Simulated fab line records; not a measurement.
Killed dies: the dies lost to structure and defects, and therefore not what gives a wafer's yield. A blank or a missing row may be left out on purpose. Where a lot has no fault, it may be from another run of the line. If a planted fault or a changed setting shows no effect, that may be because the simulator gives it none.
fab line records	flow n5-finfet
record lots=11	wafers=31	last-day=18
route steps=1938 shown BEOL_M4@1086
lots untouched by any fault: they come from a run of this same line in which no faults occurred
start-h: hours from the record's opening day to when the first of the lot's shown wafers began	wait-h: hours elapsed since this lot's preceding step	" same as the row above	L1.1+2: several wafers, shown together as one row	- either no value or no given start	* or withheld: withheld	< > ~ a bound
route shown NAME@n: names a module that has steps shown in the file, with the first one's number in the route	usual: mean/standard deviation of fault-free wafers	same: alike in all rows	chamber/n: place in a boat	sites: per-site readings	_std_site: the values' standard deviation	_edge_site: the outer-site mean with the inner-site mean subtracted	radius-mm: how far each site lies from the wafer's centre	mask NAME#n: copy n	behind: the tool/chamber that last shaped the wafer	hold: reason for holding the lot/hours on hold/outcome of the hold	device: names the non-switching transistor (n, p or np)	end of line: at the end of the route, the tests of the same wafers	a step with no rows: only its recipe	killed: the dies lost at the first sort to structure and to defects; this is not the yield of the wafer	map: a wafer's dies, marking killed ones x, the rest . and places with no die _
set.NAME: the setting as run; set.NAME@STEP: as run at that earlier step	model.NAME: the simulator's own value behind a step, which no gauge read
steps of the route over a sample of lots; a table a step, a row a wafer
services: when a tool's chamber went out of use (start-h, in hours from the record's first day, below 0 if earlier), for how many hours, and the reason
## steps
# step N5_BEOL_M4_SPUTTER_79
# recipe material=Cu	target-thk-a=45	temp-c=-20	chamber-pressure-pa=0.07	power-w=withheld	time-s=8.29
# usual throttle-valve-pct=30.3/1.1
lot.wafer	tool	chamber	start-h	wait-h	throttle-valve-pct
L190.2	pvd-sputter-01	-	181.33	0.1	29.6
L190.3	"	-	"	"	31.9
L190.6	"	-	"	"	29.3
L192.2	pvd-sputter-02	-	189.04	0.1	32.4
L192.4	"	-	"	"	30.2
L192.6	"	-	"	"	30.4
L195.1	pvd-sputter-01	-	204.85	0.1	29.7
L195.3	"	-	"	"	29.7
L195.5	"	-	"	"	29.3
L196.3	pvd-sputter-01	-	212.75	0.1	29.8
L196.4	"	-	"	"	31.6
L196.5	"	-	"	"	29.4
L197.2	pvd-sputter-03	-	222.65	0.1	30.5
L197.5	"	-	"	"	30.5
L197.6	"	-	"	"	31.4
L199.1	pvd-sputter-02	-	228.10	0.1	30.1
L199.3	"	-	"	"	30.0
L199.6	"	-	"	"	30.3
L198.2	pvd-sputter-02	-	230.86	0.1	30.0
L198.3	"	-	"	"	30.2
L198.6	"	-	"	"	30.0
L204.1	pvd-sputter-02	-	263.58	0.1	30.0
L204.3	"	-	"	"	30.2
L206.1	pvd-sputter-02	-	266.86	0.1	32.1
L206.3	"	-	"	"	31.4
L206.4	"	-	"	"	30.0
L207.3	pvd-sputter-01	-	269.47	0.1	29.8
L207.4	"	-	"	"	31.7
L212.2	pvd-sputter-01	-	313.60	0.1	29.6
L212.3	"	-	"	"	29.9
L212.5	"	-	"	"	29.5
# step N5_BEOL_M4_ANNEAL_80
# recipe temp-c=400	time-s=240	ambient=vacuum
# usual heater-power-w=832/77
lot.wafer	tool	chamber	start-h	wait-h	heater-power-w
L190.2	pvd-sputter-01	-	181.41	0.0	695
L190.3	"	-	"	"	725
L190.6	"	-	"	"	873
L192.2	pvd-sputter-02	-	189.12	0.0	945
L192.4	"	-	"	"	800
L192.6	"	-	"	"	808
L195.1	pvd-sputter-01	-	204.93	0.0	720
L195.3	"	-	"	"	790
L195.5	"	-	"	"	868
L196.3	pvd-sputter-01	-	212.83	0.0	784
L196.4	"	-	"	"	723
L196.5	"	-	"	"	868
L197.2	pvd-sputter-03	-	222.73	0.0	912
L197.5	"	-	"	"	910
L197.6	"	-	"	"	852
L199.1	pvd-sputter-02	-	228.18	0.0	755
L199.3	"	-	"	"	938
L199.6	"	-	"	"	803
L198.2	pvd-sputter-02	-	230.94	0.0	800
L198.3	"	-	"	"	934
L198.6	"	-	"	"	939
L204.1	pvd-sputter-02	-	263.66	0.0	923
L204.3	"	-	"	"	804
L206.1	pvd-sputter-02	-	266.94	0.0	952
L206.3	"	-	"	"	766
L206.4	"	-	"	"	945
L207.3	pvd-sputter-01	-	269.55	0.0	706
L207.4	"	-	"	"	707
L212.2	pvd-sputter-01	-	313.68	0.0	702
L212.3	"	-	"	"	800
L212.5	"	-	"	"	893
# step N5_BEOL_M4_ECD_50
# recipe material=Cu	target-thk-a=3000
lot.wafer	tool	chamber	start-h	wait-h
L190.2+3+6	ecd-cu-01	0,1,0	182.98	0.1
L192.2+4+6	ecd-cu-02	0,0,1	190.70	0.1
L195.1+3+5	ecd-cu-02	0,1,1	206.50	0.1
L196.3+4+5	ecd-cu-02	1,0,0	214.42	0.1
L197.2+5+6	ecd-cu-02	0,1,0	224.31	0.1
L199.1+3+6	ecd-cu-02	0,1,0	229.76	0.1
L198.2+3+6	ecd-cu-02	0,1,1	232.52	0.1
L204.1+3	ecd-cu-02	1	265.24	0.1
L206.1+3+4	ecd-cu-02	0,0,1	268.52	0.1
L207.3+4	ecd-cu-02	1,0	273.60	0.1
L212.2+3+5	ecd-cu-01	1	315.26	0.1
# step N5_BEOL_M4_CMP_52
# recipe stop-on=SiOC	t-overpolish-s=6.8	down-force-psi=1	platen-rpm=50	clearing-platen-down-force-psi=1.5	clearing-platen-rpm=50	post-cmp-clean=cu-alkaline	target-thk-nm=40	clearing-platen-pad-velocity-m-s=0.99484	pad-velocity-m-s=0.99484
# usual motor-current-A=5.9/0.78	time-to-endpoint-s=63.4/2.7
lot.wafer	tool	chamber	start-h	wait-h	motor-current-A	time-to-endpoint-s
L190.3	cmp-01	3	183.54	0.2	5.6	66.3
L190.2	"	0	"	"	5.5	65.8
L190.6	"	3	"	"	5.6	66.5
L192.4	cmp-04	2	191.09	0.1	5.2	60.9
L192.2	"	0	"	"	4.7	63.9
L192.6	"	2	"	"	5.2	63.1
L195.3	cmp-01	0	206.88	0.2	5.6	65.2
L195.1	"	1	"	"	6.5	61.5
L195.5	"	0	"	"	5.7	64.1
L196.4	cmp-02	2	214.91	0.2	6.2	62.7
L196.3	"	3	"	"	6.4	62.3
L196.5	"	1	"	"	7.4	60.5
L197.2	cmp-04	2	224.76	0.2	5.1	60.7
L197.6	"	1	"	"	6.8	61.0
L197.5	"	2	"	"	5.3	60.8
L199.1	cmp-01	0	230.13	0.3	5.6	64.1
L199.3	"	2	"	"	5.1	68.9
L199.6	"	1	"	"	6.1	63.2
L198.2	cmp-02	1	232.93	0.2	7.1	61.7
L198.3	"	2	"	"	6.6	64.1
L198.6	"	1	"	"	7.2	65.2
L204.1	cmp-01	1	265.62	0.3	6.1	80.9
L204.3	"	2	"	"	5.0	64.3
L206.3	cmp-01	1	268.90	0.2	6.3	63.4
L206.4	"	3	"	"	5.4	83.5
L206.1	"	0	"	"	5.2	85.4
L207.4	cmp-04	2	273.96	0.1	5.4	85.3
L207.3	"	1	"	"	6.6	67.1
L212.2	cmp-02	2	315.68	0.3	6.3	64.0
L212.3	"	0	"	"	6.3	65.9
L212.5	"	1	"	"	7.0	62.4
# step N5_BEOL_M4_INSPECT_59
# recipe inspect-instrument=darkfield	mode=post-dep
# usual raw-defect-count=67/22
lot.wafer	tool	chamber	start-h	wait-h	raw-defect-count
L190.2	defect-inspect-02	-	184.08	0.0	75
L190.3	"	-	"	"	79
L190.6	"	-	"	"	53
L192.2	defect-inspect-02	-	191.76	0.0	59
L192.4	"	-	"	"	48
L192.6	"	-	"	"	38
L195.1	defect-inspect-01	-	207.46	0.0	69
L195.3	"	-	"	"	43
L195.5	"	-	"	"	85
L196.3	defect-inspect-02	-	215.42	0.0	76
L196.4	"	-	"	"	60
L196.5	"	-	"	"	99
L197.2	defect-inspect-01	-	225.30	0.0	67
L197.5	"	-	"	"	91
L197.6	"	-	"	"	43
L199.1	defect-inspect-01	-	230.73	0.0	53
L199.3	"	-	"	"	69
L199.6	"	-	"	"	52
L198.2	defect-inspect-02	-	233.49	0.0	85
L198.3	"	-	"	"	60
L198.6	"	-	"	"	108
L204.1	defect-inspect-01	-	266.20	0.0	94
L204.3	"	-	"	"	77
L206.1	defect-inspect-02	-	269.59	0.0	58
L206.3	"	-	"	"	46
L206.4	"	-	"	"	98
L207.3	defect-inspect-02	-	274.54	0.0	85
L207.4	"	-	"	"	61
L212.2	defect-inspect-02	-	316.23	0.0	47
L212.3	"	-	"	"	52
L212.5	"	-	"	"	53
# step N5_BEOL_M4_RC_MEAS_101
# usual DIBL_N=35.8/1.4	DIBL_P=35.8/1.6	IOFF_N=0.152/0.021	IOFF_P=0.204/0.027	ION_N=672/8.7	ION_P=461/6.2	SS_N=71.5/0.54	SS_P=73.1/0.57	VT_N=250.0/2.5	VT_P=-250.6/2.7
lot.wafer	tool	chamber	start-h	wait-h	DIBL_N[mV/V]	DIBL_P[mV/V]	IOFF_N[nA/um]	IOFF_P[nA/um]	ION_N[uA/um]	ION_P[uA/um]	SS_N[mV/dec]	SS_P[mV/dec]	VT_N[mV]	VT_P[mV]
L190.2	prober-01	0	184.26	0.2	35.2	35.6	0.168	0.230	678	466	71.2	72.4	247.5	-248.2
L190.3	"	0	"	"	33.2	33.7	0.141	0.197	680	463	70.2	72.3	251.0	-248.5
L190.6	"	0	"	"	34.6	34.7	0.152	0.206	673	463	71.4	73.0	249.4	-247.2
L192.2	prober-02	0	191.94	0.2	34.7	34.2	0.138	0.192	671	461	71.9	73.5	247.8	-249.0
L192.4	"	0	"	"	35.5	35.7	0.151	0.212	678	464	71.5	73.1	248.7	-249.7
L192.6	"	0	"	"	35.3	34.9	0.144	0.207	673	460	71.2	73.0	247.1	-249.5
L195.1	prober-01	0	207.49	0.0	36.1	38.4	0.167	0.224	683	465	71.4	73.3	250.7	-252.5
L195.3	"	0	"	"	35.1	36.2	0.140	0.187	663	452	71.5	72.1	252.5	-252.6
L195.5	"	0	"	"	35.7	37.7	0.160	0.219	672	467	71.5	72.7	250.2	-250.2
L196.3	prober-02	0	215.75	0.3	36.8	37.3	0.168	0.235	688	473	71.8	74.4	249.5	-250.4
L196.4	"	0	"	"	34.2	34.0	0.117	0.185	671	464	70.6	73.1	252.3	-251.4
L196.5	"	0	"	"	36.4	37.8	0.171	0.241	680	470	72.0	73.7	249.9	-248.4
L197.2	prober-02	0	225.48	0.2	36.6	37.1	0.160	0.233	679	465	71.1	72.5	248.2	-248.4
L197.5	"	0	"	"	36.0	37.2	0.155	0.227	671	467	71.5	73.1	247.8	-247.3
L197.6	"	0	"	"	33.9	34.4	0.123	0.188	679	468	71.0	72.1	251.9	-248.1
L199.1	prober-02	0	230.76	0.0	37.4	36.9	0.174	0.204	678	457	71.3	72.9	247.5	-251.8
L199.3	"	0	"	"	35.9	35.8	0.151	0.184	673	455	71.7	72.6	249.7	-251.9
L199.6	"	0	"	"	35.4	34.2	0.139	0.163	669	452	71.7	72.9	251.3	-254.3
L198.2	prober-02	0	233.67	0.2	37.8	39.7	0.184	0.225	672	456	71.7	73.4	248.0	-251.6
L198.3	"	0	"	"	36.7	38.3	0.150	0.195	670	455	72.2	73.2	251.5	-253.9
L198.6	"	0	"	"	36.5	38.4	0.155	0.202	665	455	72.2	73.6	248.2	-252.6
L204.1	prober-02	0	266.23	0.0	35.6	37.0	0.156	0.209	677	466	71.7	73.7	249.2	-250.5
L204.3	"	0	"	"	36.9	38.5	0.163	0.233	663	461	71.9	73.4	249.7	-249.8
L206.1	prober-02	0	269.62	0.0	34.4	35.1	0.130	0.181	669	459	71.3	72.5	252.1	-254.1
L206.3	"	0	"	"	34.2	34.7	0.122	0.163	657	454	70.9	72.5	253.9	-255.6
L206.4	"	0	"	"	34.6	34.9	0.126	0.170	659	455	71.3	72.5	254.7	-256.3
L207.3	prober-02	0	274.87	0.3	36.6	34.8	0.138	0.205	664	463	70.9	73.0	248.9	-248.7
L207.4	"	0	"	"	37.3	35.2	0.147	0.211	664	460	71.5	73.4	252.0	-250.0
L212.2	prober-02	0	316.41	0.2	36.5	34.4	0.165	0.203	681	463	71.1	74.1	247.6	-251.2
L212.3	"	0	"	"	36.4	34.3	0.173	0.205	680	457	71.3	72.7	247.0	-249.2
L212.5	"	0	"	"	36.7	34.6	0.174	0.209	670	466	71.8	73.6	247.0	-248.4
## services
tool	chamber	start-h	hours	kind
pvd-sputter-02	-	159.31	7.1	repair
ecd-cu-01	-	170.35	1.4	repair
cmp-01	-	195.05	4.0	repair
cmp-01	-	202.53	2.6	repair
cmp-04	-	213.85	2.0	repair
cmp-02	-	217.07	4.0	pm
cmp-02	-	221.07	-	consumable-replace:conditioner
cmp-02	-	221.07	-	consumable-replace:pad
cmp-02	-	236.73	3.6	pm
ecd-cu-02	-	240.35	4.2	repair
cmp-01	-	276.89	4.0	pm
cmp-01	-	280.89	-	consumable-replace:conditioner
cmp-01	-	280.89	-	consumable-replace:pad
cmp-02	-	282.84	3.9	repair
cmp-04	-	285.55	4.9	pm
cmp-02	-	301.49	0.3	repair
cmp-04	-	305.26	1.2	repair
cmp-01	-	312.41	0.7	repair
## key
first-sign step=N5_BEOL_M4_CMP_52	reading=time-to-endpoint-s	direction=up	sigmas=7.5	usual=*	struck=*
effect none on later readings
met-at N5_BEOL_M4_ECD_50
struck-lots L204,L206,L207
struck-wafers L204.1,L206.1,L206.4,L207.4
not-acting-at N5_BEOL_M4_SPUTTER_79,N5_BEOL_M4_ANNEAL_80,N5_BEOL_M4_INSPECT_59
onset-between 232.52 265.24
fault kind=process-parameter-drift	tool=ecd-cu-02	chamber=-	onset-h=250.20	steps=N5_BEOL_M4_ECD_50	channel=target-thk-a	offset=*	shape=step	end-h=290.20	scope=struck-wafers-only	acts-in=*	stated=*
